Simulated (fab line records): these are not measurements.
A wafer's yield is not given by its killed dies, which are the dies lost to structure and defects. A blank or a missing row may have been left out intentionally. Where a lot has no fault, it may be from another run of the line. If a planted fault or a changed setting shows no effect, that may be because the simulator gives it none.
Split-lot trial :: flow n5_finfet :: route with 1938 steps; 7 lots, 21 wafers read

## THE SPLIT ITSELF
At N5_BEOL_M6_COAT_22 (resist thk 30 nm), the setting spin_rpm was moved away from the recipe's 1500 rpm on 7 of the 21 wafers read, by -9.5% to +9.8%. All remaining wafers had this setting at the recipe value.

## FROM THE SPLIT TO THE READING: what the file shows between them, 4 steps
- N5_BEOL_M6_EBR_24
- N5_BEOL_M6_SOFTBAKE_23: time 60 s
- N5_BEOL_M6_EXPOSE_25: exposes mask V5, target cd 40 nm
- N5_BEOL_M6_PEB_26: peb time 60 s

## THE READING
CAR-EUV_of_BEOL_M6_COAT_22.thk_nm (the simulator's own value, which no gauge read), in nm, at N5_BEOL_M6_DEVELOP_27 (develop time 30 s). The file gives no usual value for it. The 14 wafers here that ran the recipe average 29.5 nm, standard deviation 0.099 nm.

wafer: L074.1
tool, chamber at the split: litho_track-02, 0
spin_rpm as run, rpm: 1500
against the recipe: recipe
CAR-EUV_of_BEOL_M6_COAT_22.thk_nm, nm: 29.4
against lot-mates on the recipe: -

wafer: L074.3
tool, chamber at the split: litho_track-02, 0
spin_rpm as run, rpm: 1500
against the recipe: recipe
CAR-EUV_of_BEOL_M6_COAT_22.thk_nm, nm: 29.4
against lot-mates on the recipe: -

wafer: L074.5
tool, chamber at the split: litho_track-02, 0
spin_rpm as run, rpm: 1500
against the recipe: recipe
CAR-EUV_of_BEOL_M6_COAT_22.thk_nm, nm: 29.4
against lot-mates on the recipe: -

wafer: L076.2
tool, chamber at the split: litho_track-01, 0
spin_rpm as run, rpm: 1500
against the recipe: recipe
CAR-EUV_of_BEOL_M6_COAT_22.thk_nm, nm: 29.4
against lot-mates on the recipe: -

wafer: L076.3
tool, chamber at the split: litho_track-01, 0
spin_rpm as run, rpm: 1399
against the recipe: -6.7%
CAR-EUV_of_BEOL_M6_COAT_22.thk_nm, nm: 30.4
against lot-mates on the recipe: +1.0

wafer: L076.5
tool, chamber at the split: litho_track-01, 0
spin_rpm as run, rpm: 1399
against the recipe: -6.7%
CAR-EUV_of_BEOL_M6_COAT_22.thk_nm, nm: 30.4
against lot-mates on the recipe: +1.0

wafer: L082.4
tool, chamber at the split: litho_track-01, 0
spin_rpm as run, rpm: 1647
against the recipe: +9.8%
CAR-EUV_of_BEOL_M6_COAT_22.thk_nm, nm: 28.2
against lot-mates on the recipe: -1.4

wafer: L082.5
tool, chamber at the split: litho_track-01, 0
spin_rpm as run, rpm: 1647
against the recipe: +9.8%
CAR-EUV_of_BEOL_M6_COAT_22.thk_nm, nm: 28.2
against lot-mates on the recipe: -1.4

wafer: L082.6
tool, chamber at the split: litho_track-01, 0
spin_rpm as run, rpm: 1500
against the recipe: recipe
CAR-EUV_of_BEOL_M6_COAT_22.thk_nm, nm: 29.6
against lot-mates on the recipe: -

wafer: L083.1
tool, chamber at the split: litho_track-01, 0
spin_rpm as run, rpm: 1500
against the recipe: recipe
CAR-EUV_of_BEOL_M6_COAT_22.thk_nm, nm: 29.4
against lot-mates on the recipe: -

wafer: L083.5
tool, chamber at the split: litho_track-01, 0
spin_rpm as run, rpm: 1500
against the recipe: recipe
CAR-EUV_of_BEOL_M6_COAT_22.thk_nm, nm: 29.4
against lot-mates on the recipe: -

wafer: L083.3
tool, chamber at the split: litho_track-01, 0
spin_rpm as run, rpm: 1357
against the recipe: -9.5%
CAR-EUV_of_BEOL_M6_COAT_22.thk_nm, nm: 31
against lot-mates on the recipe: +1.6

wafer: L084.2
tool, chamber at the split: litho_track-04, 0
spin_rpm as run, rpm: 1500
against the recipe: recipe
CAR-EUV_of_BEOL_M6_COAT_22.thk_nm, nm: 29.6
against lot-mates on the recipe: -

wafer: L084.3
tool, chamber at the split: litho_track-04, 0
spin_rpm as run, rpm: 1500
against the recipe: recipe
CAR-EUV_of_BEOL_M6_COAT_22.thk_nm, nm: 29.6
against lot-mates on the recipe: -

wafer: L084.4
tool, chamber at the split: litho_track-04, 0
spin_rpm as run, rpm: 1500
against the recipe: recipe
CAR-EUV_of_BEOL_M6_COAT_22.thk_nm, nm: 29.6
against lot-mates on the recipe: -

wafer: L088.1
tool, chamber at the split: litho_track-01, 0
spin_rpm as run, rpm: 1550
against the recipe: +3.3%
CAR-EUV_of_BEOL_M6_COAT_22.thk_nm, nm: 29
against lot-mates on the recipe: -0.6

wafer: L088.2
tool, chamber at the split: litho_track-01, 0
spin_rpm as run, rpm: 1550
against the recipe: +3.3%
CAR-EUV_of_BEOL_M6_COAT_22.thk_nm, nm: 29
against lot-mates on the recipe: -0.6

wafer: L088.3
tool, chamber at the split: litho_track-01, 0
spin_rpm as run, rpm: 1500
against the recipe: recipe
CAR-EUV_of_BEOL_M6_COAT_22.thk_nm, nm: 29.6
against lot-mates on the recipe: -

wafer: L090.1
tool, chamber at the split: litho_track-04, 0
spin_rpm as run, rpm: 1500
against the recipe: recipe
CAR-EUV_of_BEOL_M6_COAT_22.thk_nm, nm: 29.4
against lot-mates on the recipe: -

wafer: L090.4
tool, chamber at the split: litho_track-04, 0
spin_rpm as run, rpm: 1500
against the recipe: recipe
CAR-EUV_of_BEOL_M6_COAT_22.thk_nm, nm: 29.4
against lot-mates on the recipe: -

wafer: L090.2
tool, chamber at the split: litho_track-04, 0
spin_rpm as run, rpm: 1500
against the recipe: recipe
CAR-EUV_of_BEOL_M6_COAT_22.thk_nm, nm: 29.6
against lot-mates on the recipe: -

FIT RESULTS
A straight line over all 21 wafers: CAR-EUV_of_BEOL_M6_COAT_22.thk_nm changes by -0.14 nm for each +1% of spin_rpm; r = -0.99; the points scatter about the line by 0.098 nm.
The same after taking each lot's own level away (the mean of its wafers on the recipe; 21 wafers): -0.152 nm for each +1%; r = -1.00; scatter 0.066 nm.
The reading moves by 1.5 nm for the largest change in spin_rpm, on that fit.
Measured against the standard deviation above, the lots' own levels, which go from 29.40 to 29.60 nm, span 2.0 times it.
Hence the lot-to-lot level has little effect on the slope; both slopes agree.
Check: for one of the wafers moved furthest among these (+9.8%), held out of the fit, the line's prediction against its lot-mates is -1.52 nm. It came out at -1.4 nm against them.

## OTHER SPLITS APPLIED TO THESE WAFERS
Before the reading, these wafers also passed through other splits. Each is held against what the fit with the lots' levels taken away leaves over:
other split on the same wafers: N5_BEOL_M2_ETCH_69 bias_w
wafers away from the commonest value: 9
r with CAR-EUV_of_BEOL_M6_COAT_22.thk_nm (lot level and that fit taken away): +0.04

other split on the same wafers: N5_BEOL_M3_COAT_22 spin_rpm
wafers away from the commonest value: 5
r with CAR-EUV_of_BEOL_M6_COAT_22.thk_nm (lot level and that fit taken away): -0.06

other split on the same wafers: N5_BEOL_M3_EXPOSE_25 dose_mj
wafers away from the commonest value: 8
r with CAR-EUV_of_BEOL_M6_COAT_22.thk_nm (lot level and that fit taken away): -0.05

other split on the same wafers: N5_BEOL_M4_COAT_05 spin_rpm
wafers away from the commonest value: 8
r with CAR-EUV_of_BEOL_M6_COAT_22.thk_nm (lot level and that fit taken away): -0.29

other split on the same wafers: N5_BEOL_M4_ETCH_70 time_s
wafers away from the commonest value: 9
r with CAR-EUV_of_BEOL_M6_COAT_22.thk_nm (lot level and that fit taken away): +0.26

other split on the same wafers: N5_BEOL_M4_TRENCH_ETCH_37 time_s
wafers away from the commonest value: 4
r with CAR-EUV_of_BEOL_M6_COAT_22.thk_nm (lot level and that fit taken away): -0.02

other split on the same wafers: N5_BEOL_M5_ETCH_68 time_s
wafers away from the commonest value: 6
r with CAR-EUV_of_BEOL_M6_COAT_22.thk_nm (lot level and that fit taken away): -0.08

other split on the same wafers: N5_BEOL_M5_VIA_ETCH_34 bias_w
wafers away from the commonest value: 9
r with CAR-EUV_of_BEOL_M6_COAT_22.thk_nm (lot level and that fit taken away): +0.17

## THE WHOLE CHAIN: every reading that the file lists as answering this split, in the file's order
step: N5_BEOL_M6_COAT_22
what it does: resist thk 30 nm
reading: CAR-EUV_of_BEOL_M6_COAT_22.thk_nm (the simulator's own value, which no gauge read)
change (the file's fit): -0.159 nm for each +1% of the setting
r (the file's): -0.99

step: N5_BEOL_M6_DEVELOP_27
what it does: develop time 30 s
reading: CAR-EUV_of_BEOL_M6_COAT_22.thk_nm (the simulator's own value, which no gauge read)
change (the file's fit): -0.155 nm for each +1% of the setting
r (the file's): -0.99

## FILE'S OWN FIT
CAR-EUV_of_BEOL_M6_COAT_22.thk_nm changes by -0.155 nm for each +1% of spin_rpm, r = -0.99.
